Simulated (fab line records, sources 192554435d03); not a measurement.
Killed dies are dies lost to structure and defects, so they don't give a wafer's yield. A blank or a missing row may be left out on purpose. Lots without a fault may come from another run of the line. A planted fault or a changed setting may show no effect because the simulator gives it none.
fab line records | flow n5_finfet
record lots=10 wafers=30 last_day=20
route steps=1938 shown BEOL_M11@1558 PASSIVATION@1936
lots that met no fault: from a run of the same line without faults
start_h: hours from the record's first day to the start of the lot's first wafer shown | wait_h: hours since the lot's step before | " the same as in the row above | L1.1+2: a row that stands for several wafers | - no value, or no start given | * or withheld: withheld | < > ~ a bound
route shown NAME@n: a module of which the file shows steps, and the number in the route of the first | usual: mean/standard deviation of fault-free wafers | same: alike in all rows | chamber/n: place in a boat | sites: the reading at each site | _std_site: their standard deviation | _edge_site: outer sites' mean less inner sites' | radius_mm: how far each site lies from the wafer's centre | mask NAME#n: copy n | behind: the tool/chamber that last shaped the wafer | hold: why the lot was held/for how many hours/how that ended | device: the transistor (n, p or np) that didn't switch | end of line: the same wafers' tests at the end of the route | a step without rows: its recipe alone | killed: dies lost to structure and defects at the first sort, not the wafer's yield | map: a wafer's dies, x killed, . not, _ none there
set.NAME: the setting as run; set.NAME@STEP: as run at that earlier step | model.NAME: the simulator's own value behind a step, which no gauge read
steps of the route over a sample of lots; a table a step, a row a wafer
services: from which hour (start_h, from the record's first day; less than 0 if before it) a tool's chamber was out of use, for how many hours, and why
## steps
# step N5_BEOL_M11_STRIP_19
# recipe chemistry=O2 power_w=400 temp_c=40 pressure_mtorr=30 rf_frequency_hz=6e+07 bias_power_w=0 overash_fraction=0.2 o2_flow_sccm=225
# usual chamber_pressure_mTorr=30.00/0.035 drypump_motor_current_A=5.8/0.42 o2_flow_sccm=225.0/0.63 oes_product_au=0.79/0.089 rf_vpp_V=3.6/0.56 showerhead_plenum_p_Torr=2.08/0.061 throttle_valve_pct=16.72/0.22
# same bias_power_w=0
# columns lot.wafer tool chamber start_h wait_h chamber_pressure_mTorr drypump_motor_current_A o2_flow_sccm oes_product_au rf_hours_counter_h rf_vpp_V showerhead_plenum_p_Torr throttle_valve_pct
L358.2 rie_diel-03 2 269.37 0.4 30.00 5.7 225.3 0.68 228 3.8 1.99 16.87
L358.5 " 0 " " 30.00 6.0 225.2 0.79 - 3.6 2.18 16.69
L358.6 " 1 " " 30.04 5.8 224.8 0.70 - 2.8 2.07 17.02
L361.1 rie_diel-02 2 288.47 0.1 30.00 6.0 225.3 0.83 87 3.0 2.04 16.71
L361.2 " 0 " " 30.05 4.8 225.5 0.92 24 2.8 2.15 16.63
L361.5 " 3 " " 30.00 5.9 225.2 0.71 - 2.9 2.00 16.71
L360.1 rie_diel-05 1 297.61 0.1 29.99 5.3 225.4 0.85 65 4.7 2.13 16.44
L360.2 " 0 " " 30.06 5.8 226.2 0.67 240 4.3 2.07 16.65
L360.4 " 2 " " 29.98 6.2 224.4 0.89 34 2.9 2.05 16.62
L363.3 rie_diel-05 1 298.36 0.1 29.93 5.4 225.9 0.87 65 4.3 2.13 16.45
L363.5 " 3 " " 29.98 6.3 224.8 0.74 - 3.2 2.08 17.00
L363.6 " 2 " " 29.94 6.2 224.1 0.90 - 3.1 2.04 16.63
L372.2 rie_diel-05 1 352.78 0.3 29.96 5.3 224.9 0.82 93 4.0 2.12 16.49
L372.4 " 2 " " 30.05 6.2 224.6 0.86 61 3.4 2.04 16.65
L372.5 " 1 " " 30.00 5.3 225.7 0.83 - 3.7 2.12 16.48
L371.2 rie_diel-05 1 353.63 0.7 29.96 5.4 224.5 0.82 93 3.9 2.12 16.50
L371.3 " 2 " " 29.96 6.2 225.1 0.87 61 3.1 2.04 16.68
L371.5 " 1 " " 30.00 5.4 224.3 0.83 - 3.9 2.12 16.51
L374.1 rie_diel-03 1 383.68 0.2 29.99 5.7 226.3 0.69 230 3.2 2.06 17.07
L374.4 " 3 " " 30.00 5.5 225.3 0.67 231 3.5 2.16 16.92
L374.5 " 0 " " 30.00 6.0 225.9 0.76 - 4.1 2.17 16.73
L376.1 rie_diel-02 1 387.13 0.1 30.00 5.6 225.8 0.71 213 3.7 1.99 17.00
L376.2 " 0 " " 29.99 4.8 224.8 0.87 56 4.0 2.14 16.69
L376.5 " 0 " " 30.03 4.8 225.6 0.86 - 3.2 2.14 16.68
L375.1 rie_diel-05 2 393.44 0.1 30.01 6.2 225.1 0.84 74 3.8 2.03 16.70
L375.4 " 1 " " 30.04 5.3 224.0 0.82 106 3.1 2.12 16.51
L375.6 " 2 " " 29.95 6.2 224.0 0.84 - 3.5 2.03 16.68
L378.1 rie_diel-03 1 434.10 0.1 30.04 5.8 224.3 0.68 241 4.2 2.06 17.08
L378.4 " 3 " " 29.96 5.5 224.9 0.66 242 3.7 2.15 16.97
L378.5 " 3 " " 30.03 5.5 226.4 0.67 - 2.7 2.16 16.95
# step N5_BEOL_M11_HM_STRIP_39
# recipe chemistry=peroxide_tin_strip material=TiN target_depth_a=250 temp_c=50 time_s=158
# usual bath_guard_temp_C=49.9/0.45 bath_heat_duty_pct=7.3/0.93 time_s=158/0
# columns lot.wafer tool chamber start_h wait_h bath_guard_temp_C bath_heat_duty_pct time_s
L358.2 wet_bench-03 4 270.59 0.0 50.1 6.5 158
L358.5 " 3 " " 50.1 5.9 158
L358.6 " 2 " " 49.4 6.8 158
L361.1 wet_bench-01 6 289.64 0.0 - - -
L361.2 " 5 " " - - -
L361.5 " 0 " " - - -
L360.1 wet_bench-01 3 302.98 0.0 - - -
L360.2 " 1 " " - - -
L360.4 " 2 " " - - -
L363.3 wet_bench-03 5 303.19 0.0 - - -
L363.5 " 6 " " - - -
L363.6 " 3 " " - - -
L372.2 wet_bench-03 3 354.90 0.0 49.8 7.0 158
L372.4 " 5 " " 49.8 6.2 158
L372.5 " 2 " " 49.6 7.1 158
L371.2 wet_bench-01 1 355.59 0.0 49.2 7.7 158
L371.3 " 4 " " 50.0 5.1 158
L371.5 " 5 " " 50.0 8.1 158
L374.1 wet_bench-01 7 386.29 0.0 49.8 7.0 158
L374.4 " 6 " " 50.8 7.7 158
L374.5 " 3 " " 50.0 9.2 158
L376.1 wet_bench-01 4 389.22 0.0 49.7 6.2 158
L376.2 " 1 " " 49.3 8.0 158
L376.5 " 7 " " 49.8 7.1 158
L375.1 wet_bench-03 3 395.56 0.0 50.0 7.7 158
L375.4 " 4 " " 49.9 6.5 158
L375.6 " 1 " " 50.0 8.5 158
L378.1 wet_bench-03 4 436.87 0.0 49.7 5.6 158
L378.4 " 3 " " 50.0 8.0 158
L378.5 " 2 " " 49.3 6.5 158
# step N5_BEOL_M11_CURE_72
# recipe temp_c=370 time_s=120 ambient=DMADMS/He material=SiCOH_lowk
# usual lamp_power_pct=52.31/0.057 wafer_temp_C_max=371.7/0.46
# same time_s=120
# columns lot.wafer tool chamber start_h wait_h lamp_power_pct wafer_temp_C_max
L358.2 uv_cure-01 0 270.81 0.1 52.36 371.0
L358.5 " 0 " " 52.37 371.2
L358.6 " 0 " " 52.28 371.2
L361.1 uv_cure-02 2 290.06 0.3 52.36 371.8
L361.2 " 2 " " 52.35 372.5
L361.5 " 2 " " 52.33 372.5
L360.1 uv_cure-02 1 303.15 0.0 52.27 371.7
L360.2 " 1 " " 52.37 372.1
L360.4 " 1 " " 52.29 372.9
L363.3 uv_cure-03 1 303.57 0.2 52.29 372.3
L363.5 " 1 " " 52.29 371.7
L363.6 " 1 " " 52.21 371.5
L372.2 uv_cure-02 0 355.12 0.1 52.31 371.9
L372.4 " 0 " " 52.33 372.2
L372.5 " 0 " " 52.32 371.6
L371.2 uv_cure-02 0 355.81 0.1 52.24 370.9
L371.3 " 0 " " 52.32 371.6
L371.5 " 0 " " 52.38 371.4
L374.1 uv_cure-02 1 386.46 0.0 52.30 371.9
L374.4 " 1 " " 52.26 371.7
L374.5 " 1 " " 52.29 372.1
L376.1 uv_cure-01 0 389.69 0.2 52.34 371.6
L376.2 " 0 " " 52.43 371.4
L376.5 " 0 " " 52.27 371.0
L375.1 uv_cure-02 0 395.73 0.0 52.28 372.2
L375.4 " 0 " " 52.28 371.7
L375.6 " 0 " " 52.25 371.6
L378.1 uv_cure-02 1 437.12 0.1 52.37 372.5
L378.4 " 1 " " 52.41 371.9
L378.5 " 1 " " 52.35 372.0
# step N5_BEOL_M11_PRE_CLEAN_45
# recipe gas=H2/He time_s=30 temp_c=250
# usual heater_power_w=339/36
# same time_s=30
# columns lot.wafer tool chamber start_h wait_h heater_power_w
L358.2 pvd_sputter-02 - 271.30 0.0 366
L358.5 " - " " 356
L358.6 " - " " 379
L361.1 pvd_sputter-03 - 290.49 0.0 285
L361.2 " - " " 307
L361.5 " - " " 302
L360.1 pvd_sputter-03 - 303.54 0.0 298
L360.2 " - " " 304
L360.4 " - " " 328
L363.3 pvd_sputter-03 - 304.04 0.0 297
L363.5 " - " " 293
L363.6 " - " " 328
L372.2 pvd_sputter-02 - 356.88 0.0 362
L372.4 " - " " 379
L372.5 " - " " 324
L371.2 pvd_sputter-01 - 357.33 0.0 335
L371.3 " - " " 349
L371.5 " - " " 356
L374.1 pvd_sputter-02 - 386.93 0.0 308
L374.4 " - " " 383
L374.5 " - " " 360
L376.1 pvd_sputter-03 - 390.37 0.0 292
L376.2 " - " " 289
L376.5 " - " " 285
L375.1 pvd_sputter-02 - 396.38 0.0 379
L375.4 " - " " 380
L375.6 " - " " 350
L378.1 pvd_sputter-02 - 437.54 0.0 331
L378.4 " - " " 351
L378.5 " - " " 372
# step N5_BEOL_M11_CMP_52
# recipe stop_on=SiCOH_lowk t_overpolish_s=7 down_force_psi=1 platen_rpm=50 clearing_platen_down_force_psi=1.5 clearing_platen_rpm=50 post_cmp_clean=cu_alkaline target_thk_nm=140 clearing_platen_pad_velocity_m_s=0.99484 pad_velocity_m_s=0.99484
# usual barrier_field_endpoint_s=29.1/0.57 motor_current_A=6.4/0.87
# columns lot.wafer tool chamber start_h wait_h barrier_field_endpoint_s motor_current_A
L358.2 cmp-03 0 272.62 0.3 28.8 7.0
L358.5 " 1 " " 29.6 8.5
L358.6 " 2 " " 29.4 6.0
L361.1 cmp-01 1 293.22 0.3 34.4 6.4
L361.2 " 3 " " 33.9 5.5
L361.5 " 1 " " 34.8 6.4
L360.4 cmp-01 3 306.60 0.2 36.0 5.5
L360.1 " 0 " " 35.7 5.8
L360.2 " 1 " " 36.1 6.5
L363.3 cmp-03 2 307.31 0.2 34.8 6.5
L363.6 " 2 " " 35.1 6.3
L363.5 " 3 " " 36.6 6.6
L372.4 cmp-03 3 358.22 0.2 28.9 7.0
L372.2 " 0 " " 29.5 7.0
L372.5 " 3 " " 28.9 6.9
L371.3 cmp-03 2 358.46 0.2 28.9 6.0
L371.2 " 1 " " 29.4 8.6
L371.5 " 2 " " 29.7 6.0
L374.1 cmp-03 0 389.87 0.3 28.7 7.0
L374.4 " 1 " " 29.2 8.9
L374.5 " 3 " " 29.6 6.7
L376.1 cmp-01 2 391.99 0.3 28.6 6.6
L376.2 " 0 " " 29.0 6.1
L376.5 " 3 " " 30.0 5.5
L375.4 cmp-03 1 397.77 0.2 30.2 8.9
L375.1 " 3 " " 29.3 6.8
L375.6 " 0 " " 28.7 6.3
L378.1 cmp-02 1 439.33 0.3 28.0 5.7
L378.4 " 0 " " 28.0 6.0
L378.5 " 2 " " 28.2 6.1
# step N5_PASSIVATION_PROBE_49
# usual defect_limited_yield=91.2/1.3 killed_at_M0_to_M3=34/9.2 killed_at_M4_up=14/5 killed_at_contacts=13/6.7 killed_at_front_end=39/12 killed_at_other=4/3.3 killed_dies=104/15 killed_open=68/12 killed_short=34/7.5 sort_bin_5_function=5.2/0.87 sort_bin_6_memory=3.3/0.63 sort_n_pass=1076/15 sort_yield_pct=91.2/1.3
# same gross_dies=1180 killed_at_back_side=0 sort_bin_4_leakage[%]=0 sort_bin_8_speed[%]=0
# columns lot.wafer tool chamber start_h wait_h defect_limited_yield[%] killed_at_M0_to_M3 killed_at_M4_up killed_at_contacts killed_at_front_end killed_at_other killed_dies killed_open killed_short sort_bin_5_function[%] sort_bin_6_memory[%] sort_n_pass sort_yield_pct[%]
L358.2 prober-01 - 316.19 0.1 91.8 28 16 20 32 1 97 67 29 4.6 3.0 1083 91.8
L358.5 prober-01 - 316.34 0.2 89.8 63 16 8 30 3 120 64 53 5.3 4.2 1060 89.8
L358.6 prober-01 - 316.39 0.3 90.7 31 12 12 51 4 110 69 39 5.5 3.4 1070 90.7
L361.1 prober-01 - 341.28 0.0 91.4 25 19 12 40 6 102 60 37 5.1 3.1 1078 91.4
L361.2 prober-01 - 341.33 0.1 88.2 30 16 19 72 2 139 106 31 7.2 4.4 1041 88.2
L361.5 prober-01 - 341.48 0.2 89.3 31 21 9 61 4 126 82 39 5.5 4.9 1054 89.3
L360.1 prober-01 - 341.58 0.2 92.5 16 18 16 37 2 89 60 29 4.6 2.7 1091 92.5
L360.2 prober-01 - 341.63 0.3 91.0 34 9 24 37 2 106 75 31 5.4 3.3 1074 91.0
L360.4 prober-01 - 341.73 0.4 92.0 23 9 19 39 4 94 62 27 4.7 2.4 1086 92.0
L363.3 prober-01 - 350.22 0.1 91.7 34 13 11 26 14 98 60 36 5.0 3.1 1082 91.7
L363.5 prober-01 - 350.32 0.2 89.7 37 20 15 48 1 121 86 31 6.6 3.6 1059 89.7
L363.6 prober-01 - 350.37 0.3 91.4 31 16 13 38 3 101 68 30 4.6 3.7 1079 91.4
L372.2 prober-02 - 395.86 0.1 90.9 33 10 8 53 3 107 52 53 5.3 3.1 1073 90.9
L372.4 prober-02 - 395.96 0.2 92.4 26 7 22 29 6 90 63 26 4.3 3.1 1090 92.4
L372.5 prober-02 - 396.01 0.2 92.6 16 9 23 33 6 87 55 31 4.6 2.5 1093 92.6
L371.2 prober-02 - 397.07 0.1 89.9 22 19 44 33 1 119 75 40 5.5 4.3 1061 89.9
L371.3 prober-02 - 397.12 0.1 89.9 45 13 26 32 3 119 76 41 6.8 3.1 1061 89.9
L371.5 prober-02 - 397.22 0.2 89.7 33 9 20 55 5 122 84 36 5.7 4.3 1058 89.7
L376.1 prober-02 - 438.03 0.5 91.8 27 10 7 50 3 97 52 40 4.6 3.0 1083 91.8
L376.2 prober-02 - 438.08 0.5 90.6 34 16 8 46 7 111 74 31 5.6 3.5 1069 90.6
L376.5 prober-02 - 438.23 0.7 91.7 23 15 12 36 12 98 58 36 5.5 2.4 1082 91.7
L374.1 prober-02 - 439.54 0.0 88.5 60 24 9 36 7 136 85 47 5.6 5.3 1044 88.5
L374.4 prober-02 - 439.69 0.2 90.0 36 10 10 57 5 118 74 41 5.2 4.2 1062 90.0
L374.5 prober-02 - 439.74 0.2 90.0 48 10 5 46 9 118 80 36 5.5 4.2 1062 90.0
L375.1 prober-02 - 439.84 0.3 89.3 55 11 9 48 3 126 83 40 7.4 2.6 1054 89.3
L375.4 prober-02 - 439.99 0.5 91.2 31 7 10 50 6 104 59 45 4.8 3.3 1076 91.2
L375.6 prober-02 - 440.09 0.6 91.0 34 8 10 51 3 106 68 37 5.1 3.5 1074 91.0
L378.1 prober-02 - 478.68 0.0 92.2 31 12 12 35 2 92 65 26 4.8 2.7 1088 92.2
L378.4 prober-02 - 478.83 0.2 89.9 38 21 16 37 7 119 76 38 6.3 3.1 1061 89.9
L378.5 prober-02 - 478.88 0.2 91.7 32 8 12 45 1 98 63 32 5.1 2.7 1082 91.7
# killed by level:class
L358.2 MOL_CONTACT_COAG:geometric_particle:open=16 FIN_SAQP:geometric_particle:open=10 BEOL_M2:geometric_particle:open=8 BEOL_M4:geometric_particle:open=8 BEOL_M3:geometric_particle:open=6 STI_FIN_REVEAL:geometric_particle:open=5 GATE_CUT:geometric_particle:short=5 MOL_CONTACT_COAG:geometric_particle:short=4
L358.5 BEOL_M3:geometric_particle:short=14 BEOL_M3:geometric_particle:open=12 BEOL_M2:geometric_particle:short=10 BEOL_M4:geometric_particle:open=9 BEOL_M0_SAQP:geometric_particle:open=8 BEOL_M2:geometric_particle:open=7 FIN_SAQP:geometric_particle:short=6 MOL_CONTACT_COAG:geometric_particle:open=6
L358.6 FIN_SAQP:geometric_particle:open=17 FIN_SAQP:geometric_particle:short=14 STI_FIN_REVEAL:geometric_particle:open=7 MOL_CONTACT_COAG:geometric_particle:open=7 BEOL_M1:geometric_particle:open=6 BEOL_M4:geometric_particle:open=6 STARTING-WAFER:geometric_particle:open=5 MOL_CONTACT_COAG:geometric_particle:short=5
L361.1 MOL_CONTACT_COAG:geometric_particle:open=10 FIN_SAQP:geometric_particle:short=8 STI_FIN_REVEAL:geometric_particle:open=7 BEOL_M4:geometric_particle:open=7 BEOL_M3:geometric_particle:open=6 FIN_SAQP:geometric_particle:open=5 BEOL_M0_SAQP:geometric_particle:short=5 GATE_CUT:geometric_particle:short=4
L361.2 FIN_SAQP:geometric_particle:open=34 MOL_CONTACT_COAG:geometric_particle:open=16 STI_FIN_REVEAL:geometric_particle:open=11 FIN_SAQP:geometric_particle:short=9 BEOL_M3:geometric_particle:open=8 BEOL_M0_SAQP:geometric_particle:open=6 BEOL_M2:geometric_particle:open=6 DUMMY_GATE:geometric_particle:open=4
L361.5 STI_FIN_REVEAL:geometric_particle:open=15 FIN_SAQP:geometric_particle:open=14 FIN_SAQP:geometric_particle:short=9 BEOL_M4:geometric_particle:open=9 BEOL_M0_SAQP:geometric_particle:short=7 BEOL_M0_SAQP:geometric_particle:open=6 BEOL_M2:geometric_particle:open=6 GATE_CUT:geometric_particle:short=5
L360.1 MOL_CONTACT_COAG:geometric_particle:open=13 BEOL_M4:geometric_particle:open=8 FIN_SAQP:geometric_particle:open=7 FIN_SAQP:geometric_particle:short=6 GATE_CUT:geometric_particle:short=5 BEOL_M3:geometric_particle:open=5 ILD0:geometric_particle:open=4 STARTING-WAFER:geometric_particle:short=4
L360.2 MOL_CONTACT_COAG:geometric_particle:open=20 BEOL_M2:geometric_particle:open=13 BEOL_M3:geometric_particle:open=9 GATE_CUT:geometric_particle:short=7 STI_FIN_REVEAL:geometric_particle:open=5 DUMMY_GATE:geometric_particle:open=5 STARTING-WAFER:geometric_particle:short=5 FIN_SAQP:geometric_particle:short=4
L360.4 MOL_CONTACT_COAG:geometric_particle:open=13 FIN_SAQP:geometric_particle:open=9 STI_FIN_REVEAL:geometric_particle:open=8 BEOL_M3:geometric_particle:open=6 MOL_CONTACT_COAG:geometric_particle:short=6 FIN_SAQP:geometric_particle:short=4 BEOL_M1:geometric_particle:open=4 BEOL_M4:geometric_particle:open=4
L363.3 MOL_CONTACT_COAG:geometric_particle:open=10 BEOL_M0_SAQP:geometric_particle:short=9 BEOL_M4:geometric_particle:open=9 BEOL_M1:geometric_particle:open=6 BEOL_M0_SAQP:geometric_particle:open=6 BEOL_M3:geometric_particle:open=6 FIN_SAQP:geometric_particle:short=4 STI_FIN_REVEAL:geometric_particle:open=4
L363.5 STI_FIN_REVEAL:geometric_particle:open=14 MOL_CONTACT_COAG:geometric_particle:open=12 BEOL_M4:geometric_particle:open=12 BEOL_M1:geometric_particle:open=10 BEOL_M2:geometric_particle:open=8 FIN_SAQP:geometric_particle:short=7 DUMMY_GATE:geometric_particle:open=7 BEOL_M0_SAQP:geometric_particle:open=7
L363.6 MOL_CONTACT_COAG:geometric_particle:open=12 BEOL_M0:geometric_particle:open=8 FIN_SAQP:geometric_particle:open=7 BEOL_M0_SAQP:geometric_particle:short=7 FIN_SAQP:geometric_particle:short=6 BEOL_M4:geometric_particle:open=6 STI_FIN_REVEAL:geometric_particle:open=4 BEOL_M3:geometric_particle:open=4
L372.2 FIN_SAQP:geometric_particle:short=25 FIN_SAQP:geometric_particle:open=14 BEOL_M0_SAQP:geometric_particle:short=8 MOL_CONTACT_COAG:geometric_particle:open=6 BEOL_M0_SAQP:geometric_particle:open=6 BEOL_M2:geometric_particle:open=5 DUMMY_GATE:geometric_particle:open=3 DUMMY_GATE:geometric_particle:short=3
L372.4 MOL_CONTACT_COAG:geometric_particle:open=20 FIN_SAQP:geometric_particle:open=9 BEOL_M0_SAQP:geometric_particle:open=8 BEOL_M1:geometric_particle:open=6 STI_FIN_REVEAL:geometric_particle:open=4 BEOL_M0_SAQP:geometric_particle:short=4 PAD_METAL:geometric_particle:short=4 STARTING-WAFER:geometric_particle:short=3
L372.5 MOL_CONTACT_COAG:geometric_particle:open=17 FIN_SAQP:geometric_particle:open=13 FIN_SAQP:geometric_particle:short=8 MOL_CONTACT_COAG:geometric_particle:short=6 BEOL_M3:geometric_particle:short=4 STI_FIN_REVEAL:geometric_particle:short=3 DUMMY_GATE:geometric_particle:open=3 MIM_TOP:geometric_particle:open=3
L371.2 MOL_CONTACT_COAG:geometric_particle:open=35 MOL_CONTACT_COAG:geometric_particle:short=9 FIN_SAQP:geometric_particle:short=7 BEOL_M0_SAQP:geometric_particle:short=6 GATE_CUT:geometric_particle:short=6 BEOL_M4:geometric_particle:open=5 FIN_SAQP:geometric_particle:open=4 BEOL_M0_SAQP:geometric_particle:open=4
L371.3 MOL_CONTACT_COAG:geometric_particle:open=20 BEOL_M1:geometric_particle:open=11 BEOL_M3:geometric_particle:open=11 BEOL_M0_SAQP:geometric_particle:short=9 STI_FIN_REVEAL:geometric_particle:open=7 FIN_SAQP:geometric_particle:short=6 FIN_SAQP:geometric_particle:open=6 MOL_CONTACT_COAG:geometric_particle:short=6
L371.5 MOL_CONTACT_COAG:geometric_particle:open=15 FIN_SAQP:geometric_particle:open=14 STI_FIN_REVEAL:geometric_particle:open=9 DUMMY_GATE:geometric_particle:open=9 BEOL_M1:geometric_particle:open=8 FIN_SAQP:geometric_particle:short=7 BEOL_M0_SAQP:geometric_particle:short=7 MOL_CONTACT_COAG:geometric_particle:short=5
L376.1 FIN_SAQP:geometric_particle:short=17 FIN_SAQP:geometric_particle:open=11 BEOL_M2:geometric_particle:open=10 DUMMY_GATE:geometric_particle:open=7 MOL_CONTACT_COAG:geometric_particle:open=6 BEOL_M3:geometric_particle:open=4 BEOL_M2:geometric_particle:short=3 STARTING-WAFER:geometric_particle:short=3
L376.2 FIN_SAQP:geometric_particle:open=12 FIN_SAQP:geometric_particle:short=11 BEOL_M2:geometric_particle:open=9 MOL_CONTACT_COAG:geometric_particle:open=7 BEOL_M0:geometric_particle:open=7 STI_FIN_REVEAL:geometric_particle:open=6 DUMMY_GATE:geometric_particle:open=5 BEOL_M5:geometric_particle:open=5
L376.5 FIN_SAQP:geometric_particle:short=14 MOL_CONTACT_COAG:geometric_particle:open=11 FIN_SAQP:geometric_particle:open=10 BEOL_M0_SAQP:geometric_particle:short=6 BEOL_M4:geometric_particle:open=5 GATE_CUT:geometric_particle:short=4 BEOL_M3:geometric_particle:open=4 BEOL_M5:geometric_particle:open=3
L374.1 BEOL_M0_SAQP:geometric_particle:open=19 BEOL_M0_SAQP:geometric_particle:short=19 BEOL_M4:geometric_particle:open=10 FIN_SAQP:geometric_particle:open=9 BEOL_M3:geometric_particle:open=8 MOL_CONTACT_COAG:geometric_particle:open=7 BEOL_M2:geometric_particle:open=7 STI_FIN_REVEAL:geometric_particle:open=4
L374.4 FIN_SAQP:geometric_particle:open=10 BEOL_M3:geometric_particle:open=9 GATE_CUT:geometric_particle:short=7 FIN_SAQP:geometric_particle:short=6 DUMMY_GATE:geometric_particle:open=6 ILD0:geometric_particle:short=6 MOL_CONTACT_COAG:geometric_particle:open=6 GATE_CUT:geometric_particle:open=5
L374.5 FIN_SAQP:geometric_particle:open=16 BEOL_M3:geometric_particle:open=11 BEOL_M0_SAQP:geometric_particle:open=10 BEOL_M2:geometric_particle:open=9 FIN_SAQP:geometric_particle:short=8 STI_FIN_REVEAL:geometric_particle:open=6 GATE_CUT:geometric_particle:short=5 BEOL_M4:geometric_particle:open=5
L375.1 BEOL_M3:geometric_particle:open=19 FIN_SAQP:geometric_particle:short=15 FIN_SAQP:geometric_particle:open=13 BEOL_M1:geometric_particle:open=9 MOL_CONTACT_COAG:geometric_particle:open=7 BEOL_M2:geometric_particle:open=7 STI_FIN_REVEAL:geometric_particle:open=6 BEOL_M0_SAQP:geometric_particle:short=5
L375.4 FIN_SAQP:geometric_particle:short=18 STI_FIN_REVEAL:geometric_particle:open=11 MOL_CONTACT_COAG:geometric_particle:open=8 BEOL_M0_SAQP:geometric_particle:open=8 BEOL_M0_SAQP:geometric_particle:short=7 BEOL_M2:geometric_particle:open=6 DUMMY_GATE:geometric_particle:open=4 FIN_SAQP:geometric_particle:open=3
L375.6 FIN_SAQP:geometric_particle:open=15 FIN_SAQP:geometric_particle:short=10 BEOL_M3:geometric_particle:open=8 MOL_CONTACT_COAG:geometric_particle:open=7 ILD0:geometric_particle:short=6 BEOL_M2:geometric_particle:open=6 BEOL_M0_SAQP:geometric_particle:open=5 DUMMY_GATE:geometric_particle:open=4
L378.1 BEOL_M1:geometric_particle:open=13 MOL_CONTACT_COAG:geometric_particle:open=8 DUMMY_GATE:geometric_particle:open=7 STI_FIN_REVEAL:geometric_particle:open=6 BEOL_M0_SAQP:geometric_particle:open=5 BEOL_M2:geometric_particle:open=5 GATE_CUT:geometric_particle:short=4 MOL_CONTACT_COAG:geometric_particle:short=4
L378.4 MOL_CONTACT_COAG:geometric_particle:open=15 BEOL_M0_SAQP:geometric_particle:open=11 STI_FIN_REVEAL:geometric_particle:open=9 BEOL_M0_SAQP:geometric_particle:short=9 BEOL_M5:geometric_particle:open=8 FIN_SAQP:geometric_particle:short=6 BEOL_M1:geometric_particle:open=6 BEOL_M2:geometric_particle:open=6
L378.5 STI_FIN_REVEAL:geometric_particle:open=14 MOL_CONTACT_COAG:geometric_particle:open=11 BEOL_M0_SAQP:geometric_particle:short=9 FIN_SAQP:geometric_particle:open=6 BEOL_M0_SAQP:geometric_particle:open=6 BEOL_M2:geometric_particle:open=6 FIN_SAQP:geometric_particle:short=5 BEOL_M3:geometric_particle:open=4
## services
# columns tool chamber start_h hours kind
rie_diel-05 0 249.90 1.2 repair
rie_diel-02 3 250.98 4.4 repair
rie_diel-03 3 251.86 6.5 repair
cmp-01 - 265.06 4.0 pm
cmp-03 - 267.28 4.0 pm
cmp-01 - 274.58 4.7 repair
cmp-03 - 278.94 23.6 repair
rie_diel-05 2 281.14 7.1 repair
rie_diel-03 1 312.30 15.5 repair
rie_diel-05 3 315.21 3.1 repair
rie_diel-03 - 327.21 28.1 pm
rie_diel-05 - 329.22 0.3 repair
uv_cure-02 - 348.48 2.1 pm
uv_cure-02 - 354.24 0.6 repair
rie_diel-03 - 374.24 1.1 repair
cmp-01 - 376.04 0.6 repair
uv_cure-02 - 379.58 5.1 repair
rie_diel-05 3 381.29 7.0 repair
cmp-01 - 389.82 1.8 repair
uv_cure-02 - 391.20 3.4 pm
rie_diel-03 - 408.89 2.8 pm
cmp-01 - 417.31 1.3 repair
rie_diel-05 2 431.49 8.2 repair
rie_diel-05 0 434.83 5.0 repair
## key
first_sign step=N5_BEOL_M11_HM_STRIP_39 reading=tool_record direction=missing
effect step=N5_BEOL_M11_CMP_52 reading=barrier_field_endpoint_s direction=up sigmas=11 usual=29.1 struck=35.3
met_at N5_BEOL_M11_HM_STRIP_39
struck_lots L360,L361,L363
not_acting_at N5_BEOL_M11_STRIP_19,N5_BEOL_M11_CURE_72,N5_BEOL_M11_PRE_CLEAN_45
onset_between 270.59 289.64
fault kind=skipped_step_whole tool=wet_bench-01,wet_bench-03 chamber=- onset_h=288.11 steps=N5_BEOL_M11_HM_STRIP_39 scope=struck_lots_only
